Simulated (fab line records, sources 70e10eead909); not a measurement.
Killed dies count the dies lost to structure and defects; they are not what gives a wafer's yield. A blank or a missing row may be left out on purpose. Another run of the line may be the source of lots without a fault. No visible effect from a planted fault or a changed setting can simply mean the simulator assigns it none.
A struck lot beside a sound one + flow nand harc + 14 out of 1302 route steps
Sound: wafers L878.3, L878.4, L878.6. The struck wafers were L867.1, L867.3, L867.4. The cause is named last.
Per side, at each step with rows, come the tool, then ch with its chambers, and then its first start. Under that, the readings that differ: sound wafers + struck wafers + difference of the means + sigmas: that difference in standard deviations of wafers without a fault.
alike: same words and numbers on both sides, and readings whose means sit less than 2 such deviations apart. not compared: any withheld reading, any reading some wafer has no value for, any bound like >300 that may hide the same value, and any number with overlapping values for which the record gives no deviation.
Wherever a step has rows on one side only, a row that says differs or no value, or a row with sigmas, the two part there. Non-overlapping numbers with no deviation appear without sigmas and do not part them. A reading missing from all wafers of one side parts the sides only when that side holds two or more wafers.

first, 2 steps without rows for these wafers: NHARC_A_CONTACT_PEB_06 (peb time 65 s); NHARC_A_CONTACT_DEVELOP_07 (develop time 35 s).
NHARC_A_CONTACT_CD_MEAS_08 targets a cd of 200 nm.
  sound on cd sem-01 ch 0, day 28 00:57; struck on cd sem-02 ch 0, day 24 06:14
  alike: cd nm
NHARC_A_CONTACT_OVL_MEAS_09:
  sound on overlay-01, day 28 01:02; struck on overlay-02, day 24 06:19
  alike: overlay x nm, overlay y nm
NHARC_A_CONTACT_INSPECT_10:
  sound on defect inspect-02, day 28 01:04; struck on defect inspect-02, day 24 06:22
  alike: raw defect count
NHARC_A_CONTACT_DESCUM_13: chemistry O2, time 3 s.
  sound on rie diel-12 ch 1,3, day 28 01:08; struck on rie diel-12 ch 0,1,2, day 24 06:25
  alike: drypump motor current A, oes product au, rf vpp V, showerhead plenum p Torr, throttle valve pct
  not compared: rf hours counter h
then, 1 step without rows for these wafers: NHARC_A_CONTACT_ETCH_88 (etches the open film in CF4, target depth 39 nm, time 65 s).
NHARC_A_CONTACT_ETCH_89: etches the open film in N2/H2, target depth 260 nm, time 475.3 s.
  sound on rie diel-12 ch 0,2; struck on rie diel-12 ch 0,1,3
  alike: bias w, chamber pressure mTorr, drypump motor current A, h2 flow sccm, oes product au, rf fwd power W, rf vpp V, showerhead plenum p Torr, throttle valve pct
  not compared: rf hours counter h
NHARC_A_CONTACT_ETCH_30: etches the open film in CF4/CHF3, target depth 72.6 nm, time 36.3 s.
  sound on rie diel-12 ch 0,2,3; struck on rie diel-12 ch 0,1,3
  alike: bias w, cf4 flow sccm, drypump motor current A, oes product au, rf fwd power W, rf vpp V, showerhead plenum p Torr, throttle valve pct
  not compared: rf hours counter h
NHARC_A_CONTACT_ETCH_31: etches the open film in O2/COS, target depth 2800 nm, time 728 s.
  sound on rie diel-12 ch 0,3; struck on rie diel-12 ch 0,2,3
  alike: bias w, chamber pressure mTorr, drypump motor current A, oes product au, rf fwd power W, rf vpp V, showerhead plenum p Torr, throttle valve pct
  not compared: rf hours counter h
then, 1 step without rows for these wafers: NHARC_A_CONTACT_ETCH_134 (etches the open film in C4F8/O2/Ar, time 140 s, target depth 700 nm).
NHARC_A_CONTACT_ETCH_135: etches the open film in C4F8/O2/Ar, time 311 s, target depth 1912 nm.
  sound on har cap etch-03 ch 0,1, day 28 02:33; struck on har cap etch-03 ch 0,1, day 24 07:47
  alike: chamber pressure mTorr, oes air line au
  not compared: rf hours counter h
NHARC_A_CONTACT_ETCH_136: etches the open film in C4F8/O2/Ar, time 311 s, target depth 1912 nm.
  sound on har cap etch-03 ch 0,1, day 28 02:49; struck on har cap etch-03 ch 0,1, day 24 08:04
  no value came back on the struck wafers for chamber pressure mTorr (mTorr), oes air line au (a.u.); on the sound wafers chamber pressure mTorr (mTorr) reads 19.981 20.011 20.019
  not compared: rf hours counter h
then, 1 step without rows for these wafers: NHARC_A_CONTACT_ETCH_137 (etches the open film in C4F8/O2/Ar, time 311 s, target depth 1912 nm).

== WHERE THEY PART ==
Only at NHARC_A_CONTACT_ETCH_136, within this record.

WHY: what the simulator had put in
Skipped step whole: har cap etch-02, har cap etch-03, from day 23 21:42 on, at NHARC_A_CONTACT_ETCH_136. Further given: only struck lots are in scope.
